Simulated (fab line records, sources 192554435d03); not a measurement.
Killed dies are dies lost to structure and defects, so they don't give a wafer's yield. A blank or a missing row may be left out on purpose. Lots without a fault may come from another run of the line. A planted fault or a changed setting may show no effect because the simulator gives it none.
fab line records | flow n5_finfet | part 2 of 2: steps 5 to 6 of 6
record lots=23 wafers=69 last_day=17
route steps=1938 shown FIN_CUT@178 STI_FIN_REVEAL@191 DUMMY_GATE@219 SD_EPI_N@274
lots that met no fault: from a run of the same line without faults
start_h: hours from the record's first day to the start of the lot's first wafer shown | wait_h: hours since the lot's step before | " the same as in the row above | L1.1+2: a row that stands for several wafers | - no value, or no start given | * or withheld: withheld | < > ~ a bound
route shown NAME@n: a module of which the file shows steps, and the number in the route of the first | usual: mean/standard deviation of fault-free wafers | same: alike in all rows | chamber/n: place in a boat | sites: the reading at each site | _std_site: their standard deviation | _edge_site: outer sites' mean less inner sites' | radius_mm: how far each site lies from the wafer's centre | mask NAME#n: copy n | behind: the tool/chamber that last shaped the wafer | hold: why the lot was held/for how many hours/how that ended | device: the transistor (n, p or np) that didn't switch | end of line: the same wafers' tests at the end of the route | a step without rows: its recipe alone | killed: dies lost to structure and defects at the first sort, not the wafer's yield | map: a wafer's dies, x killed, . not, _ none there
set.NAME: the setting as run; set.NAME@STEP: as run at that earlier step | model.NAME: the simulator's own value behind a step, which no gauge read
steps of the route over a sample of lots; a table a step, a row a wafer
services: from which hour (start_h, from the record's first day; less than 0 if before it) a tool's chamber was out of use, for how many hours, and why
## steps
# step N5_DUMMY_GATE_STRIP_40
# recipe chemistry=CF4 resist=SiARC power_w=300 bias_power_w=75 pressure_mtorr=50 cf4_flow_sccm=150 rf_frequency_hz=6e+07
# usual drypump_motor_current_A=5.75/0.24 oes_product_au=0.78/0.077 rf_vpp_V=271.4/1.4 showerhead_plenum_p_Torr=1.81/0.048 throttle_valve_pct=13.66/0.17
# columns lot.wafer tool chamber start_h wait_h drypump_motor_current_A oes_product_au rf_hours_counter_h rf_vpp_V showerhead_plenum_p_Torr throttle_valve_pct
L074.1 rie_diel-03 3 47.25 0.1 5.26 0.78 133 272.6 1.81 13.57
L074.2 " 1 " " 6.22 0.74 146 269.5 1.74 13.72
L074.3 " 2 " " 5.56 0.69 234 270.7 1.70 13.87
L075.2 rie_diel-06 0 52.81 0.1 5.83 0.76 113 268.6 1.82 13.79
L075.3 " 2 " " 5.51 0.72 172 273.3 1.79 13.53
L075.6 " 1 " " 5.91 0.77 - 272.2 1.88 13.70
L076.2 rie_diel-03 0 60.47 0.1 5.38 0.73 157 271.5 1.80 13.67
L076.5 " 1 " " 6.23 0.74 - 269.5 1.73 13.77
L076.6 " 0 " " 5.39 0.74 - 269.9 1.80 13.69
L078.2 rie_diel-06 2 69.17 0.2 5.53 0.71 178 270.7 1.79 13.55
L078.4 " 1 " " 5.90 0.76 137 273.0 1.88 13.68
L078.6 " 1 " " 5.92 0.76 - 274.5 1.88 13.68
L079.1 rie_diel-06 1 75.63 0.1 5.93 0.76 139 274.1 1.88 13.72
L079.2 " 2 " " 5.52 0.71 180 271.4 1.79 13.55
L079.4 " 0 " " 5.81 0.76 120 271.6 1.82 13.80
L080.2 rie_diel-06 1 82.33 0.1 5.90 0.76 142 272.1 1.88 13.69
L080.3 " 3 " " 5.80 0.94 8 273.3 1.82 13.51
L080.6 " 0 " " 5.82 0.75 - 272.3 1.82 13.80
L081.1 rie_diel-06 1 87.92 0.1 5.89 0.76 144 273.4 1.88 13.75
L081.3 " 3 " " 5.79 0.94 11 273.1 1.82 13.52
L081.6 " 1 " " 5.91 0.75 - 272.1 1.88 13.70
L082.2 rie_diel-05 0 96.49 0.1 5.84 0.78 118 270.2 1.76 13.87
L082.3 " 3 " " 6.15 0.67 242 267.7 1.70 14.04
L082.6 " 2 " " 5.59 0.88 - 272.0 1.82 13.36
L083.3 rie_diel-03 1 103.20 0.1 6.24 0.73 162 268.0 1.73 13.77
L083.4 " 0 " " 5.39 0.73 - 270.5 1.80 13.71
L083.5 " 1 " " 6.23 0.72 - 270.6 1.73 13.77
L084.1 rie_diel-06 1 106.69 0.1 5.90 0.76 149 272.1 1.88 13.73
L084.2 " 2 " " 5.52 0.71 187 271.3 1.79 13.55
L084.4 " 0 " " 5.82 0.74 129 270.5 1.82 13.82
L086.2 rie_diel-06 2 118.32 0.1 5.52 0.71 191 271.9 1.79 13.56
L086.3 " 0 " " 5.84 0.74 133 270.1 1.82 13.80
L086.4 " 3 " " 5.79 0.92 20 272.5 1.82 13.53
L085.1 rie_diel-06 3 119.93 0.1 5.77 0.92 20 272.3 1.82 13.56
L085.4 " 0 " " 5.84 0.73 133 270.6 1.82 13.83
L085.5 " 0 " " 5.85 0.74 - 272.0 1.82 13.81
L087.4 rie_diel-06 3 127.10 0.1 5.80 0.91 23 272.8 1.82 13.54
L087.5 " 1 " " 5.89 0.75 - 272.6 1.88 13.74
L087.6 " 0 " " 5.85 0.74 - 271.4 1.82 13.81
L088.2 rie_diel-05 2 130.69 0.1 5.59 0.85 43 271.6 1.82 13.37
L088.4 " 0 " " 5.85 0.77 - 270.9 1.75 13.90
L088.6 " 1 " " 5.74 0.73 - 270.1 1.81 13.40
L089.2 rie_diel-03 3 135.92 0.1 5.22 0.75 161 269.7 1.80 13.63
L089.3 " 0 " " 5.41 0.71 182 272.1 1.79 13.72
L089.6 " 1 " " 6.25 0.72 - 269.1 1.73 13.81
L090.4 rie_diel-06 3 143.79 0.1 5.82 0.90 28 272.3 1.82 13.57
L090.5 " 1 " " 5.95 0.75 - 270.7 1.88 13.76
L090.6 " 0 " " 5.84 0.73 - 271.6 1.81 13.84
L091.1 rie_diel-06 3 149.67 0.1 5.78 0.90 29 271.6 1.82 13.56
L091.4 " 0 " " 5.83 0.74 144 269.3 1.81 13.83
L091.5 " 0 " " 5.83 0.73 - 273.3 1.81 13.83
L092.1 rie_diel-05 0 156.10 0.1 5.84 0.76 136 268.5 1.75 13.90
L092.2 " 1 " " 5.73 0.74 153 270.6 1.80 13.42
L092.4 " 2 " " 5.55 0.84 49 271.9 1.82 13.38
L093.1 rie_diel-05 3 161.24 0.1 6.09 0.92 7 271.1 1.90 13.50
L093.3 " 1 " " 5.74 0.73 155 270.7 1.80 13.41
L093.4 " 0 " " 5.82 0.75 139 269.7 1.75 13.90
L094.4 rie_diel-06 2 165.66 0.1 5.51 0.69 205 271.0 1.79 13.58
L094.5 " 0 " " 5.82 0.73 - 271.8 1.81 13.84
L094.6 " 1 " " 5.91 0.73 - 271.6 1.87 13.77
L095.2 rie_diel-05 2 171.34 0.2 5.59 0.84 53 269.2 1.82 13.40
L095.3 " 0 " " 5.82 0.76 142 270.2 1.75 13.91
L095.5 " 3 " " 6.12 0.90 - 274.7 1.90 13.51
L096.1 rie_diel-03 0 178.92 0.3 5.40 0.71 199 270.3 1.79 13.78
L096.2 " 2 " " 5.53 0.91 6 273.9 1.91 13.35
L096.3 " 1 " " 6.23 0.70 191 268.3 1.72 13.83
L097.3 rie_diel-05 2 184.11 0.3 5.59 0.84 57 272.2 1.82 13.40
L097.4 " 3 " " 6.09 0.90 14 273.8 1.90 13.53
L097.6 " 1 " " 5.74 0.72 - 270.6 1.80 13.44
# step N5_SD_EPI_N_ETCH_34
# recipe chemistry=CF4 target=SiARC target_depth_a=455 mask_material=CAR-ArF-block time_s=75.8 ion_energy_ev=80 pressure_mtorr=40 source_w=545 bias_w=36 Ar_flow_sccm=100 cf4_flow_sccm=100 ends=cleared
# usual drypump_motor_current_A=5.9/0.4 etch_rf_on_time_s=76.4/1.9 oes_product_au=0.66/0.077 rf_vpp_V=184.4/1.1 showerhead_plenum_p_Torr=2.15/0.057 throttle_valve_pct=15.71/0.26
# columns lot.wafer tool chamber start_h wait_h drypump_motor_current_A etch_rf_on_time_s oes_product_au rf_hours_counter_h rf_vpp_V showerhead_plenum_p_Torr throttle_valve_pct
L074.1 rie_diel-01 2 49.28 0.0 6.4 76.7 0.62 204 185.3 2.21 15.67
L074.2 " 1 " " 5.8 77.4 0.58 225 185.3 2.20 15.78
L074.3 " 0 " " 5.9 77.3 0.64 160 183.0 2.05 15.87
L075.2 rie_diel-04 2 54.90 0.0 5.4 77.1 0.59 194 185.0 2.23 15.90
L075.3 " 1 " " 6.6 77.7 0.76 24 183.3 2.09 15.42
L075.6 " 2 " " 5.4 76.9 0.60 - 186.1 2.23 15.89
L076.2 rie_diel-02 0 62.31 0.0 5.9 74.6 0.68 125 183.9 2.13 15.64
L076.5 " 0 " " 5.9 75.1 0.67 - 184.9 2.13 15.64
L076.6 " 2 " " 6.0 77.5 0.71 - 184.8 2.18 15.32
L078.2 rie_diel-04 2 71.24 0.0 5.4 76.1 0.60 201 184.1 2.22 15.91
L078.4 " 1 " " 6.6 76.1 0.75 31 183.0 2.09 15.42
L078.6 " 0 " " 5.9 75.6 0.58 - 183.7 2.18 15.46
L079.1 rie_diel-04 1 78.49 0.0 6.6 77.1 0.75 34 184.5 2.09 15.45
L079.2 " 2 " " 5.4 77.0 0.59 204 184.7 2.22 15.91
L079.4 " 3 " " 5.2 76.9 0.62 199 184.2 2.12 15.98
L080.2 rie_diel-01 0 84.44 0.0 5.9 78.6 0.63 175 181.5 2.05 15.93
L080.3 " 2 " " 6.5 76.2 0.61 219 186.2 2.20 15.70
L080.6 " 3 " " 5.6 73.5 0.73 - 184.1 2.18 15.85
L081.1 rie_diel-01 2 91.06 0.0 6.5 77.7 0.60 221 185.0 2.20 15.70
L081.3 " 1 " " 5.8 78.0 0.57 242 184.2 2.19 15.80
L081.6 " 1 " " 5.8 77.9 0.57 - 184.4 2.19 15.81
L082.2 rie_diel-02 3 100.66 0.0 5.6 76.7 0.63 186 185.1 2.22 15.68
L082.3 " 0 " " 5.9 73.2 0.67 132 184.7 2.13 15.64
L082.6 " 2 " " 6.0 74.7 0.71 - 184.1 2.18 15.33
L083.3 rie_diel-02 3 105.76 0.0 5.6 77.0 0.62 187 185.1 2.22 15.69
L083.4 " 2 " " 6.0 77.0 0.70 71 185.4 2.18 15.34
L083.5 " 3 " " 5.6 77.2 0.62 - 185.5 2.22 15.69
L084.1 rie_diel-01 3 109.29 0.0 5.6 73.1 0.72 94 185.3 2.17 15.89
L084.2 " 0 " " 5.9 79.8 0.61 183 183.1 2.05 15.93
L084.4 " 1 " " 5.8 78.2 0.57 247 184.6 2.19 15.82
L086.2 rie_diel-01 0 120.80 0.0 5.9 79.4 0.62 187 183.9 2.04 15.92
L086.3 " 2 " " 6.5 77.3 0.60 231 184.6 2.20 15.74
L086.4 " 3 " " 5.6 74.0 0.70 - 184.5 2.17 15.88
L085.1 rie_diel-02 1 123.40 0.0 6.3 73.6 0.79 15 186.1 2.19 15.60
L085.4 " 2 " " 6.0 76.8 0.69 78 183.5 2.18 15.38
L085.5 " 0 " " 5.9 74.5 0.66 - 183.2 2.13 15.67
L087.4 rie_diel-01 0 129.09 0.0 5.9 79.6 0.61 - 183.6 2.04 15.95
L087.5 " 2 " " 6.4 77.4 0.59 - 185.1 2.20 15.74
L087.6 " 3 " " 5.6 73.9 0.70 - 184.8 2.17 15.91
L088.2 rie_diel-01 2 133.11 0.0 6.5 78.0 0.59 240 184.6 2.20 15.75
L088.4 " 0 " " 5.9 80.7 0.61 - 182.9 2.04 15.95
L088.6 " 2 " " 6.5 78.2 0.59 - 185.1 2.20 15.73
L089.2 rie_diel-01 0 137.85 0.0 6.0 79.9 0.61 199 183.0 2.04 15.95
L089.3 " 2 " " 6.5 77.9 0.59 243 185.3 2.20 15.74
L089.6 " 0 " " 5.9 80.5 0.60 - 182.7 2.04 15.98
L090.4 rie_diel-04 2 145.74 0.0 5.4 76.7 0.58 224 185.3 2.22 15.95
L090.5 " 0 " " 5.9 73.3 0.83 - 185.5 2.18 15.01
L090.6 " 3 " " 5.2 76.9 0.61 - 184.0 2.11 16.03
L091.1 rie_diel-02 2 151.50 0.0 6.0 75.4 0.68 89 184.5 2.17 15.38
L091.4 " 0 " " 5.9 74.9 0.64 152 184.2 2.12 15.69
L091.5 " 0 " " 5.8 74.6 0.65 - 184.2 2.12 15.69
L092.1 rie_diel-01 0 158.08 0.0 5.9 79.7 0.61 206 183.2 2.04 15.99
L092.2 " 1 " " 5.8 75.2 0.83 7 185.3 2.19 15.36
L092.4 " 0 " " 5.9 80.0 0.60 - 182.0 2.04 15.97
L093.1 rie_diel-04 2 163.71 0.0 5.4 77.2 0.58 230 185.1 2.21 15.96
L093.3 " 3 " " 5.2 78.1 0.60 227 184.5 2.11 16.05
L093.4 " 0 " " 5.9 73.7 0.81 13 183.6 2.18 15.03
L094.4 rie_diel-01 1 168.03 0.0 5.8 75.1 0.82 - 186.7 2.19 15.38
L094.5 " 3 " " 5.6 73.8 0.68 - 184.4 2.16 15.94
L094.6 " 0 " " 6.0 80.2 0.60 - 183.5 2.04 16.00
L095.2 rie_diel-04 0 173.17 0.0 5.9 73.8 0.80 17 184.8 2.18 15.02
L095.3 " 2 " " 5.4 76.8 0.58 233 183.7 2.21 15.98
L095.5 " 1 " " 6.6 77.7 0.72 - 182.6 2.08 15.48
L096.1 rie_diel-01 3 183.42 0.0 5.6 72.9 0.69 128 184.2 2.16 15.96
L096.2 " 2 " " 6.4 76.1 0.81 4 185.3 2.19 15.29
L096.3 " 1 " " 5.8 74.7 0.81 16 185.5 2.19 15.39
L097.3 rie_diel-04 1 187.57 0.0 6.5 77.6 0.70 65 182.4 2.08 15.50
L097.4 " 2 " " 5.4 77.2 0.58 238 184.4 2.21 15.97
L097.6 " 3 " " 5.2 78.3 0.60 - 183.3 2.11 16.06
## services
# columns tool chamber start_h hours kind
rie_diel-02 0 11.73 46.7 repair
rie_diel-06 - 16.29 2.8 pm
rie_diel-05 - 23.95 0.3 repair
rie_diel-03 2 25.30 3.7 repair
rie_diel-02 2 28.82 5.0 repair
rie_diel-03 - 29.07 2.4 repair
rie_diel-03 2 33.91 5.2 repair
rie_diel-05 1 55.98 6.4 repair
rie_diel-05 0 58.55 9.7 repair
rie_diel-02 - 63.58 14.6 pm
rie_diel-01 - 72.88 0.5 repair
rie_diel-03 - 76.83 0.6 repair
rie_diel-06 2 78.81 9.3 repair
rie_diel-03 2 100.80 22.0 repair
rie_diel-06 1 113.13 2.7 repair
rie_diel-01 1 118.84 - clean
rie_diel-01 1 118.84 - consumable_replace:focus_ring
rie_diel-01 1 118.84 22.1 scheduled_down
rie_diel-01 1 118.84 22.1 vent_cycle
rie_diel-05 3 126.60 - clean
rie_diel-04 3 133.21 1.2 repair
rie_diel-05 2 147.57 7.4 repair
rie_diel-01 2 154.11 - clean
rie_diel-01 2 154.11 - consumable_replace:focus_ring
